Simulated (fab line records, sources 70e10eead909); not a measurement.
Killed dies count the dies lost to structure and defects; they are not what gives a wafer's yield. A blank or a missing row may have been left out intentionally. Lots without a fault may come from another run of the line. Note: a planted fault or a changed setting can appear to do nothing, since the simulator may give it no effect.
A lot that was struck, set against a sound lot	flow nand harc	40 steps out of a route of 1159
Sound: wafers L577.2, L577.4, L577.5. Struck: wafers L578.5, L578.6 (left out: L578.1, a lot-mate that was not struck); the cause follows at the end.
At each step with rows: each side's tool, then ch and its chambers, then its first start. Under that, the readings that differ: sound wafers	struck wafers	difference of the means	sigmas: that difference in standard deviations of wafers without a fault.
alike: same words and numbers on both sides, and readings whose means sit less than 2 such deviations apart. not compared: any withheld reading, any reading some wafer has no value for, any bound like >300 that may hide the same value, and any number with overlapping values for which the record gives no deviation.
The two part at a step that has a row with sigmas, a row that says differs or no value, or rows on one side only. When numbers do not overlap yet have no deviation, they are printed without sigmas and do not part them. Lack of a reading on every wafer of one side parts them only where that side has two or more wafers.

first, 2 steps without rows for these wafers: NHARC_A_STAIRCASE_SRD_154; NHARC_A_STAIRCASE_ETCH_403 (etches SiO2 in dHF, target depth 108.2 nm).
NHARC_A_STAIRCASE_ETCHBACK_422: etches the open film in CH3F/O2, target depth 40 nm, time 74.286 s.
  sound on rie diel-07 ch 1,2, day 14 18:46; struck on rie diel-04 ch 0,1, day 15 23:42
reading	sound	struck	difference	sigmas
drypump motor current A (A)	6.0 4.9 4.9	6.4 5.9	+0.9	+2
  alike: bias w, oes product au, rf vpp V, showerhead plenum p Torr, throttle valve pct
  not compared: rf hours counter h
then, 6 steps without rows for these wafers: NHARC_A_STAIRCASE_ETCH_423 (etches SiO2 in dHF, target depth 30 nm); NHARC_A_STAIRCASE_ETCHBACK_157 (etches the open film in CH3F/O2, target depth 90 nm, time 167.14 s); NHARC_A_STAIRCASE_STRIP_475 (strips in O2, time 20 s); NHARC_A_STAIRCASE_DEP_471 (deposits SiO2, target thk 100 nm); NHARC_A_STAIRCASE_CMP_472 (polishes SiO2); NHARC_A_STAIRCASE_SRD_474.
NHARC_A_STAIRCASE_INSPECT_155:
  struck on defect inspect-02, day 16 01:01; sound on defect inspect-01, day 14 20:02
  alike: raw defect count
NHARC_A_SGD_CUT_DEP_00: deposits SiNx, target thk 50 nm.
  sound on pecvd-04 ch 0,1,2, day 14 20:10; struck on pecvd-04 ch 0,1, day 16 01:07
  alike: heater power w
  not compared: since wet clean h
then, 10 steps without rows for these wafers: NHARC_A_SGD_CUT_DEHYDRATE_01 (time 120 s); NHARC_A_SGD_CUT_HMDS_02 (time 30 s); NHARC_A_SGD_CUT_COAT_56 (time 75 s); NHARC_A_SGD_CUT_COAT_57 (time 65 s); NHARC_A_SGD_CUT_COAT_03 (resist thk 90 nm); NHARC_A_SGD_CUT_SOFTBAKE_04 (time 55 s); NHARC_A_SGD_CUT_EBR_05; NHARC_A_SGD_CUT_EXPOSE_06 (exposes mask SGD); NHARC_A_SGD_CUT_PEB_07 (peb time 65 s); NHARC_A_SGD_CUT_DEVELOP_08 (develop time 35 s).
NHARC_A_SGD_CUT_CD_MEAS_09: target cd 100 nm.
  sound on cd sem-01 ch 0, day 14 20:50; struck on cd sem-01 ch 0, day 16 01:41
  alike: cd nm
NHARC_A_SGD_CUT_OVL_MEAS_10:
  struck on overlay-01, day 16 01:47; sound on overlay-01, day 14 20:55
  alike: overlay x nm, overlay y nm
NHARC_A_SGD_CUT_INSPECT_11:
  struck on defect inspect-02, day 16 01:49; sound on defect inspect-02, day 14 20:57
  alike: raw defect count
then, 3 steps without rows for these wafers: NHARC_A_SGD_CUT_DESCUM_14 (chemistry O2, time 3 s); NHARC_A_SGD_CUT_ETCH_58 (etches the open film in CF4, target depth 39 nm, time 65 s); NHARC_A_SGD_CUT_ETCH_59 (etches the open film in N2/H2, target depth 260 nm, time 406.25 s).
NHARC_A_SGD_CUT_ETCH_15: etches the open film in CH3F/O2, target depth 75 nm, time 64.3 s.
  sound on rie diel-11 ch 0,1,2; struck on rie diel-01 ch 0,3
  alike: bias w, drypump motor current A, oes product au, rf vpp V, showerhead plenum p Torr, throttle valve pct
  not compared: rf hours counter h
NHARC_A_SGD_CUT_ETCH_16: etches the open film in C4F8/O2/Ar, target depth 310.5 nm, time 155.2 s.
  sound on rie diel-11 ch 0,1,3; struck on rie diel-01 ch 1,2
reading	sound	struck	difference	sigmas
bias w (W)	797.7 800.6 797.0	807.0 801.1	+5.6	+2
  alike: oes product au, rf vpp V
  not compared: rf hours counter h
then, 1 step without rows for these wafers: NHARC_A_SGD_CUT_STRIP_60 (strips in C4F8/O2/Ar).
NHARC_A_SGD_CUT_STRIP_17: strips in O2.
  sound on rie diel-11 ch 1,2,3; struck on rie diel-01 ch 1,2
  alike: drypump motor current A, oes product au, rf vpp V, showerhead plenum p Torr, throttle valve pct
  not compared: rf hours counter h
then, 4 steps without rows for these wafers: NHARC_A_SGD_CUT_PRECLEAN_18 (cleans in SC1); NHARC_A_SGD_CUT_SRD_19; NHARC_A_SGD_CUT_DEP_20 (deposits SiO2, target thk 150 nm); NHARC_A_SGD_CUT_ANNEAL_27 (time 1800 s).
NHARC_A_SGD_CUT_CMP_21: polishes, target thk 148.19 nm.
  sound on cmp-03 ch 0,1,3, day 15 03:37; struck on cmp-02 ch 0,3, day 16 10:44
  alike: motor current A, time to endpoint s
then, 3 steps without rows for these wafers: NHARC_A_SGD_CUT_SRD_23; NHARC_A_SGD_CUT_ETCH_26 (etches SiO2 in dHF, target depth 45.8 nm); NHARC_A_SGD_CUT_ETCHBACK_24 (etches the open film in CH3F/O2, target depth 50 nm, time 92.857 s).
-- the record jumps here: 5 days lie between the struck wafers' starts before and after (it left off in module A_SGD_CUT and takes up again in module END, whose first step shown is number 1159 of the route) --
NHARC_END_SORT_01:
  here the record holds rows for the struck wafers (prober-02 ch 0, day 21 11:50) but none for the sound ones

## WHERE THEY PART
Earliest at NHARC_A_STAIRCASE_ETCHBACK_422; latest, in this record, at NHARC_END_SORT_01.

WHY: what the simulator had put in
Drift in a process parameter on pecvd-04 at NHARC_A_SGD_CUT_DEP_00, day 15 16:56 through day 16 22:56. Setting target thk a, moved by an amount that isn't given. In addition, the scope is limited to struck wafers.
